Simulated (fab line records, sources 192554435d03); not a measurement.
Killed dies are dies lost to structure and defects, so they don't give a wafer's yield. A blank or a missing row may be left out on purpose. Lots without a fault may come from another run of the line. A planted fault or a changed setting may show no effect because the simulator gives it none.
A struck lot beside a sound one | flow n5_finfet | 43 steps out of a route of 1938
Sound: wafers L178.1, L178.2, L178.6. Struck: wafers L171.3, L171.4. The cause comes at the end.
At each step with rows: each side's tool, then ch and its chambers, then its first start. Under that, the readings that differ: sound wafers | struck wafers | difference of the means | sigmas: that difference in standard deviations of wafers without a fault.
alike: readings whose means differ by less than 2 such deviations, and words and numbers that are the same on both sides. not compared: withheld readings, readings that some wafer has no value for, bounds like >300 that may hide the same value, and numbers for which the record gives no deviation and whose values overlap.
The two part at a step that has a row with sigmas, a row that says differs or no value, or rows on one side only. Numbers that don't overlap but have no deviation are shown without sigmas and don't part them. A reading that every wafer of one side lacks parts them only if that side has two wafers or more.

first, 4 steps without rows for these wafers: N5_PMOS_HMC_CHANNEL_EPI_PRECLEAN_37 (cleans in O3/DIW, time 45 s); N5_PMOS_HMC_CHANNEL_EPI_PRECLEAN_24 (cleans in DHF, time 30 s); N5_PMOS_HMC_CHANNEL_EPI_SRD_25 (time 30 s); N5_PMOS_HMC_CHANNEL_EPI_EPI_26 (deposits Si from SiH4/H2, target thk 3.8 nm, time 22.7 s).
N5_PMOS_HMC_CHANNEL_EPI_INSPECT_30: inspects for defects (darkfield).
  sound on defect_inspect-02, day 5 20:26; struck on defect_inspect-02, day 4 01:55
  reading          | sound   | struck | difference | sigmas
  raw_defect_count | 9 10 11 | 24 32  | +18        | +2
then, 4 steps without rows for these wafers: N5_FIN_SAQP_PRECLEAN_42 (cleans in O3/DIW, time 60 s); N5_FIN_SAQP_PRECLEAN_00 (cleans in SC1, time 60 s); N5_FIN_SAQP_PRECLEAN_44 (cleans in SC2, time 45 s); N5_FIN_SAQP_SRD_01 (time 30 s).
N5_FIN_SAQP_ALD_61: deposits SiO2, target thk 4 nm, pulse time 1 s, purge time 2 s.
  sound on ald_sin-02 ch 0,1,2, day 5 21:16; struck on ald_sin-04 ch 2,3, day 4 02:02
  alike: heater_power_w, precursor_pulse_height_rel
N5_FIN_SAQP_DENSIFY_62: time 60 s.
  sound on rtp_anneal-02 ch 0, day 5 21:30; struck on rtp_anneal-01 ch 0, day 4 02:18
  alike: lamp_power_pct, wafer_temp_C_max
N5_FIN_SAQP_HM_DEP_03: deposits SiNx from SiH4/NH3/N2, target thk 38 nm, time 33.6 s.
  sound on pecvd-01 ch 0,2, day 5 21:44; struck on pecvd-04 ch 2, day 4 02:28
  reading                                      | sound            | struck      | difference | sigmas
  model.SiNx_of_FIN_SAQP_HM_DEP_03.thk_nm (nm) | 38.13 37.67 37.8 | 33.58 34.27 | -3.94      |
  alike: heater_power_w, showerhead_plenum_p_Torr, throttle_valve_pct
N5_FIN_SAQP_THK_MEAS_05:
  sound on film_metro-01, day 5 21:49; struck on film_metro-01, day 4 02:34
  reading     | sound          | struck    | difference | sigmas
  thk_nm (nm) | 38.1 37.7 37.8 | 33.6 34.3 | -3.9       | -8
then, 1 step without rows for these wafers: N5_FIN_SAQP_PECVD_47 (deposits a-Si from SiH4/He, target thk 45 nm, time 36.3 s).
N5_FIN_SAQP_PECVD_48: deposits SiNx from SiH4/NH3/N2, target thk 25 nm, time 22.1 s.
  sound on pecvd-02 ch 0,2, day 5 21:55; struck on pecvd-04 ch 1,2, day 4 02:38
  reading            | sound       | struck  | difference | sigmas
  heater_power_w (W) | 837 819 825 | 705 636 | -156       | -2
  alike: showerhead_plenum_p_Torr, throttle_valve_pct
then, 1 step without rows for these wafers: N5_FIN_SAQP_PECVD_06 (deposits a-Si from SiH4/He, target thk 60 nm, time 48.1 s).
N5_FIN_SAQP_THK_MEAS_07:
  sound on film_metro-02, day 5 22:06; struck on film_metro-01, day 4 02:46
  alike: thk_nm
then, 9 steps without rows for these wafers: N5_FIN_SAQP_HM_DEP_72 (deposits SiO2 from SiH4/N2O, target thk 12 nm, time 7.2 s); N5_FIN_SAQP_COAT_49 (time 60 s, resist thk 100 nm); N5_FIN_SAQP_COAT_50 (time 60 s, resist thk 35 nm); N5_FIN_SAQP_COAT_10 (resist thk 90 nm); N5_FIN_SAQP_EBR_12; N5_FIN_SAQP_SOFTBAKE_11 (time 60 s); N5_FIN_SAQP_EXPOSE_13 (exposes mask FIN CORE, target cd 35.6 nm); N5_FIN_SAQP_PEB_14 (peb time 60 s); N5_FIN_SAQP_DEVELOP_15 (develop time 30 s).
N5_FIN_SAQP_CD_MEAS_16: target cd 35.6 nm.
  sound on cd_sem-01 ch 0, day 5 22:35; struck on cd_sem-02 ch 0, day 4 03:16
  alike: cd_nm
N5_FIN_SAQP_OVL_MEAS_17:
  sound on overlay-01 ch 0, day 5 22:37; struck on overlay-01 ch 0, day 4 03:17
  alike: FIN_CORE_OVL
N5_FIN_SAQP_INSPECT_18: inspects for defects (brightfield).
  sound on defect_inspect-02, day 5 22:38; struck on defect_inspect-02, day 4 03:19
  alike: raw_defect_count
then, 2 steps without rows for these wafers: N5_FIN_SAQP_DESCUM_21 (chemistry O2, time 7.9 s); N5_FIN_SAQP_ETCH_51 (etches SiARC in CF4, target depth 45.5 nm, time 75.8 s).
N5_FIN_SAQP_ETCH_52: etches SOC in N2/H2, target depth 100 nm, overetch 20 nm, time 150 s.
  sound on rie_diel-03 ch 0,1,3, day 5 22:53; struck on rie_diel-02 ch 0,1, day 4 03:31
  alike: chamber_pressure_mTorr, drypump_motor_current_A, oes_product_au, rf_vpp_V, showerhead_plenum_p_Torr, throttle_valve_pct
  not compared: rf_hours_counter_h
then, 4 steps without rows for these wafers: N5_FIN_SAQP_STRIP_53 (strips in N2/H2); N5_FIN_SAQP_HM_OPEN_73 (chemistry CHF3/O2, target SiO2, stops on a-Si, target depth 12 nm, time 16.8 s); N5_FIN_SAQP_STRIP_74 (strips in CHF3/O2); N5_FIN_SAQP_MANDREL_ETCH_22 (etches a-Si in HBr/Cl2, stops on SiNx, target depth 60 nm, bt time 10 s, time 30 s).
N5_FIN_SAQP_STRIP_55: strips in N2/H2.
  sound on rie_diel-06 ch 1,3, day 5 23:11; struck on rie_diel-02 ch 1,3, day 4 03:49
  alike: chamber_pressure_mTorr, drypump_motor_current_A, oes_product_au, rf_vpp_V, showerhead_plenum_p_Torr, throttle_valve_pct
  not compared: rf_hours_counter_h
then, 4 steps without rows for these wafers: N5_FIN_SAQP_STRIP_23 (strips in SPM, time 750 s); N5_FIN_SAQP_SRD_66 (time 30 s); N5_FIN_SAQP_RECESS_75 (chemistry HF/NH3, target SiO2, target depth 14.4 nm, afs cycles 3, sublimation time 60 s); N5_FIN_SAQP_SPACER1_ALD_24 (deposits SiO2, target thk 20.3 nm, pulse time 1 s, purge time 2 s).
N5_FIN_SAQP_HM_OPEN_33: chemistry CH3F/O2, target SiNx, target depth 49.4 nm, time 70.6 s.
  sound on rie_diel-03 ch 1,2,3, day 6 02:43; struck on rie_diel-03 ch 0,3, day 4 07:26
  reading                  | sound             | struck      | difference | sigmas
  etch_rf_on_time_s (s)    | 68.5 70.2 69.5    | 61.0 63.2   | -7.3       | -6
  model.etch.depth_nm (nm) | 37.46 37.05 37.06 | 32.95 33.64 | -3.89      |
  alike: chamber_pressure_mTorr, drypump_motor_current_A, oes_product_au, rf_vpp_V, showerhead_plenum_p_Torr, throttle_valve_pct
  not compared: rf_hours_counter_h
N5_STI_FIN_REVEAL_RECESS_09: chemistry HF/NH3, target SiO2, afs cycles 11, target depth 42.5 nm, sublimation time 60 s.
  sound on vapor_etch-01 ch 0,1, day 6 10:42; struck on vapor_etch-02 ch 0,1, day 4 16:18
  reading                                      | sound        | struck    | difference | sigmas
  model.SiNx_of_FIN_SAQP_HM_DEP_03.thk_nm (nm) | 18.4 17.8 18 | 13.8 14.4 | -4.0       |
  alike: drypump_motor_current_A

WHERE THEY PART
First at N5_PMOS_HMC_CHANNEL_EPI_INSPECT_30; last, within this record, at N5_FIN_SAQP_HM_OPEN_33. Later steps at which nothing parts them and some readings are alike: N5_STI_FIN_REVEAL_RECESS_09.

WHY: what the simulator had put in
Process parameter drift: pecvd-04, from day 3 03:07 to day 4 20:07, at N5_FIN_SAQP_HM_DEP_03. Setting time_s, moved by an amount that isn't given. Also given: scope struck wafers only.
